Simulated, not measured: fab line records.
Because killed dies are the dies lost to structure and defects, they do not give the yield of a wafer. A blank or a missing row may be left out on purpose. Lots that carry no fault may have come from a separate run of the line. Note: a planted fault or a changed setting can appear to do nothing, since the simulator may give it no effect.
8D (eight disciplines) problem report, filled in by code | flow n5Finfet | the parts of the form that need people (team, actions taken, sign-off) are left out

## 1. WHAT IS WRONG
trenchDepthNm at N5_STI_FIN_REVEAL_FIN_H_MEAS_10 reads a mean of 43.5 nm on 6 wafers of 2 lots; wafers without a fault read 52.0 nm with a standard deviation of 0.77. Relative to the usual mean, that is a shift of -11 standard deviations.
First seen on wafer L603.1, day 5 19:00, on ocd-01. Wafers with a number at this step in the record: 11, from 4 lots. Rule for "out", or "out of limits": more than 4 standard deviations from the usual mean. The other wafers with a number count as sound.

## 2. WHAT THIS IS AND IS NOT
question                    | is                     | is not
which readings at this step | trenchDepthNm          | -
which lots                  | L603, L605             | L602, L613
which wafers of those lots  | all that have a number | -
read on which gauges        | ocd-01                 | ocd-02
when                        | from day 5 19:00       | up to then (2 sound wafers); but 3 sound wafers of L613 came after

## 3. WHAT RULES OUT EACH SUSPECT
Counting: a tool at a process step up to the reading stays a suspect if it ran every lot that is out and no sound lot after the first of them.
- ruled out: the gauge at N5_STI_FIN_REVEAL_FIN_H_MEAS_10. All the wafers that are out were read on ocd-01, but those of them that N5_BEOL_M4_RC_MEAS_101 has rows for are out there too, on other tools.
- rieDiel-04 at N5_STI_FIN_REVEAL_ETCHBACK_08 (etches SiO2 in C4F6/O2, target depth 30.5 nm, time 10.167 s): kept. Every lot that is out went through it, starting with L603 (day 5 15:31), and after that it ran no sound lot; the last sound lot it ran before then is L602 (day 5 10:26).
Remaining after the count: rieDiel-04 at N5_STI_FIN_REVEAL_ETCHBACK_08.

## 4. THE CAUSE (what the simulator had put in)
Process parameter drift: rieDiel-04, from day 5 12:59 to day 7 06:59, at N5_STI_FIN_REVEAL_ETCHBACK_08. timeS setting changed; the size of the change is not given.
Counting left only this tool.

## 5. THE CHAIN OF EFFECTS, in route order
One row per reading whose mean, taken over the struck wafers that have a number, lies over 3 standard deviations from the usual. Readings are gone through only where the record gives a usual standard deviation; hours: the median, over the lots, of the time from a lot's start at the first step in this table giving one to that lot's start at this step; sigmas: the change measured in usual standard deviations.
hours | step                            | reading            | usual        | on struck wafers | change | sigmas
0     | N5_STI_FIN_REVEAL_FIN_H_MEAS_10 | trenchDepthNm      | 52.0 nm      | 43.5             | -8.5   | -11
220   | N5_BEOL_M4_RC_MEAS_101          | DIBL_N             | 37.7 mV/V    | 87.2             | +49.5  | +25
220   | N5_BEOL_M4_RC_MEAS_101          | DIBL_P             | 37.7 mV/V    | 75.6             | +37.9  | +16
220   | N5_BEOL_M4_RC_MEAS_101          | IOFF_N             | 0.18 nA/um   | 15.51            | +15.33 | +99 or more
220   | N5_BEOL_M4_RC_MEAS_101          | IOFF_N_85C         | 3.5 nA/um    | 140.9            | +137.4 | +99 or more
220   | N5_BEOL_M4_RC_MEAS_101          | IOFF_N_LIN         | 0.083 nA/um  | 0.297            | +0.214 | +15
220   | N5_BEOL_M4_RC_MEAS_101          | IOFF_P             | 0.23 nA/um   | 15.27            | +15.04 | +99 or more
220   | N5_BEOL_M4_RC_MEAS_101          | IOFF_P_85C         | 3.9 nA/um    | 127.5            | +123.6 | +99 or more
220   | N5_BEOL_M4_RC_MEAS_101          | IOFF_P_LIN         | 0.105 nA/um  | 0.420            | +0.315 | +23
220   | N5_BEOL_M4_RC_MEAS_101          | ION_N              | 681 uA/um    | 594              | -88    | -7.3
220   | N5_BEOL_M4_RC_MEAS_101          | ION_P              | 463 uA/um    | 404              | -59    | -7.4
220   | N5_BEOL_M4_RC_MEAS_101          | REXT_P             | 101.1 ohm.um | 109.8            | +8.8   | +4.4
220   | N5_BEOL_M4_RC_MEAS_101          | SS_N               | 71.9 mV/dec  | 131.1            | +59.2  | +87
220   | N5_BEOL_M4_RC_MEAS_101          | SS_P               | 73.6 mV/dec  | 125.1            | +51.5  | +72
330   | N5_PASSIVATION_PROBE_49         | sort_bin_4_leakage | 0.01 %       | 91.30            | +91.29 | +99 or more
330   | N5_PASSIVATION_PROBE_49         | sortNPass          | 1075         | 0                | -1075  | -63
330   | N5_PASSIVATION_PROBE_49         | sortYieldPct       | 91.1 %       | 0.0              | -91.1  | -65
It contains these process steps:
- N5_PASSIVATION_PROBE_49

## 6. WHAT WOULD HAVE CAUGHT IT SOONER
In this record the first reading out of limits at a measuring or inspecting step was taken at day 5 19:00, 6 hours after the fault began at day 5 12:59.
Tool readings at N5_STI_FIN_REVEAL_ETCHBACK_08 with a usual standard deviation given in the record: none out on any struck wafer, hence no alarm at a limit of 4 standard deviations on them.
Of the lots that are out (2), L605 began N5_STI_FIN_REVEAL_ETCHBACK_08 on rieDiel-04 after day 5 19:00. Holding the tool at that time would have saved it.
